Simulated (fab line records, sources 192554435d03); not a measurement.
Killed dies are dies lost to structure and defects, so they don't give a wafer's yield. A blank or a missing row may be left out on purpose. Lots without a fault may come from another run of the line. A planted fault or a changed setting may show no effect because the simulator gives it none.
Chamber matching | flow n5_finfet | N5_BEOL_M10_ILD_DEP_00 on pecvd-03: 3 sister chambers
The step deposits SiCOH lowk from DEMS/porogen, target thk 308.51 nm, time 58 s. 3 wafers are shown with their chamber, then 7 later ones without.

WAFERS WITH THEIR CHAMBER
wafer  | chamber | heater_power_w (W)
L083.2 | 1       | 396
L085.3 | 0       | 330
L092.4 | 2       | 225

WAFERS WITHOUT THEIR CHAMBER
wafer  | heater_power_w (W)
L092.6 | 314
L094.1 | 369
L094.2 | 337
L094.5 | 366
L097.2 | 198
L097.4 | 334
L097.5 | 385

WHICH CHAMBER EACH WENT THROUGH
wafer  | from the rows above     | in truth
L092.6 | 0                       | 0
L094.1 | can't be placed: 1 or 0 | 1
L094.2 | 0                       | 0
L094.5 | can't be placed: 1 or 0 | 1
L097.2 | 2                       | 2
L097.4 | 0                       | 0
L097.5 | 1                       | 1
Placed correctly: 5 of 7. Can't be placed from these rows: 2 (the true chamber is among the candidates in 2). Placed wrongly: 0.
How it was worked out, from the rows above alone: a wafer's distance from a chamber is the root of the sum, over the readings, of the square of ((its reading less the chamber's mean) divided by the reading's scatter). The wafer belongs to the nearest chamber; if the next one is less than 2 further off, it can't be placed. A chamber's mean is the mean of its shown wafers. The scatter: with one shown wafer a chamber, the root of the mean of the squares of how far each hidden wafer lies from its nearest shown one.
